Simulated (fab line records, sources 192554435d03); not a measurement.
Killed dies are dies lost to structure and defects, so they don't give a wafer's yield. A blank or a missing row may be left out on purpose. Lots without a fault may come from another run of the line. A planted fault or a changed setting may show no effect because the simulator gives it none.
Split-lot experiment | flow n5_finfet | 7 lots, 21 wafers read, on a route of 1938 steps

THE SPLIT
At N5_BEOL_M1_EXPOSE_08 (exposes mask M1), the setting dose_mj was moved away from the recipe's 33 on 7 of the 21 wafers read, by -3.8% to +6.8%. The other wafers ran this setting at the recipe's value.

FROM THE SPLIT TO THE READING: what the file shows between them, 2 steps
- N5_BEOL_M1_PEB_09: peb time 60 s
- N5_BEOL_M1_DEVELOP_10: develop time 30 s

THE READING
cd_nm, in nm, at N5_BEOL_M1_CD_MEAS_11 (target cd 17.05 nm). Fault-free wafers of this fab line usually give 16.96 nm, standard deviation 0.23 nm.

wafer  | tool, chamber at the split | dose_mj as run | against the recipe | cd_nm, nm | against lot-mates on the recipe
L076.2 | euv_scanner-01, 0          | 33             | recipe             | 17.14     | -
L076.4 | euv_scanner-01, 0          | 33             | recipe             | 16.97     | -
L076.5 | euv_scanner-01, 0          | 33             | recipe             | 17.17     | -
L082.1 | euv_scanner-01, 0          | 35.24          | +6.8%              | 18.16     | no lot-mate on the recipe
L082.2 | euv_scanner-01, 0          | 35.24          | +6.8%              | 18.41     | no lot-mate on the recipe
L082.3 | euv_scanner-01, 0          | 35.24          | +6.8%              | 18.42     | no lot-mate on the recipe
L086.2 | euv_scanner-02, 0          | 31.73          | -3.8%              | 15.90     | -0.83
L086.5 | euv_scanner-02, 0          | 31.73          | -3.8%              | 15.74     | -0.99
L086.6 | euv_scanner-02, 0          | 33             | recipe             | 16.73     | -
L087.2 | euv_scanner-02, 0          | 33             | recipe             | 17.07     | -
L087.3 | euv_scanner-02, 0          | 33             | recipe             | 17.03     | -
L087.6 | euv_scanner-02, 0          | 33             | recipe             | 17.05     | -
L088.4 | euv_scanner-02, 0          | 33             | recipe             | 17.08     | -
L088.5 | euv_scanner-02, 0          | 33             | recipe             | 16.60     | -
L088.6 | euv_scanner-02, 0          | 33             | recipe             | 16.96     | -
L089.1 | euv_scanner-01, 0          | 33             | recipe             | 16.70     | -
L089.5 | euv_scanner-01, 0          | 33.92          | +2.8%              | 17.46     | +0.76
L089.6 | euv_scanner-01, 0          | 33.92          | +2.8%              | 17.43     | +0.73
L091.3 | euv_scanner-02, 0          | 33             | recipe             | 17.09     | -
L091.4 | euv_scanner-02, 0          | 33             | recipe             | 17.40     | -
L091.5 | euv_scanner-02, 0          | 33             | recipe             | 17.06     | -

THE FIT
A straight line over all 21 wafers: cd_nm changes by +0.217 nm for each +1% of dose_mj; r = +0.95; the points scatter about the line by 0.21 nm.
The same after taking each lot's own level away (the mean of its wafers on the recipe; 18 wafers): +0.248 nm for each +1%; r = +0.96; scatter 0.12 nm.
On that fit, the largest move of dose_mj shifts the reading by 1.7 nm.
The lots' own levels span 16.700 to 17.183 nm, that is 2.1 times the standard deviation above.
So the lot-to-lot level changes the slope: the two fits differ.
Check: with one of the wafers moved furthest among these (-3.8%) left out of the fit, the line predicts -1.01 nm for it against its lot-mates. It came out at -0.83 nm against them.

OTHER SPLITS ON THESE WAFERS
These wafers also went through other splits before the reading. Each is held against what the fit with the lots' levels taken away leaves over:
other split on the same wafers        | wafers away from the commonest value | r with cd_nm (lot level and that fit taken away)
N5_GATE_CUT_ALD_22 ald_cycles         | 7                                    | -0.30
N5_MOL_CONTACT_COAG_COAT_104 spin_rpm | 8                                    | -0.09
N5_MOL_CONTACT_COAG_ETCH_91 source_w  | 7                                    | -0.05
N5_BEOL_M0_SAQP_ETCH_84 time_s        | 7                                    | +0.38
N5_BEOL_M0_CUTY_DESCUM_61 time_s      | 6                                    | +0.12
N5_BEOL_M0_ETCH_138 source_w          | 9                                    | -0.18
N5_BEOL_M1_ILD_DEP_00 time_s          | 11                                   | -0.31

THE WHOLE CHAIN: every reading that the file lists as answering this split, in the file's order
step                  | what it does                                                | reading                                                               | change (the file's fit)               | r (the file's)
N5_BEOL_M1_CD_MEAS_11 | target cd 17.05 nm                                          | cd_nm                                                                 | +0.247 nm for each +1% of the setting | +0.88
N5_BEOL_M1_ETCH_74    | etches underlayer in N2/H2, target depth 6.5 nm, time 5.2 s | BEOL_M1.cd_offset_nm (the simulator's own value, which no gauge read) | +0.232 nm for each +1% of the setting | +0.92

THE FILE'S OWN FIT
cd_nm changes by +0.247 nm for each +1% of dose_mj, r = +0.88.
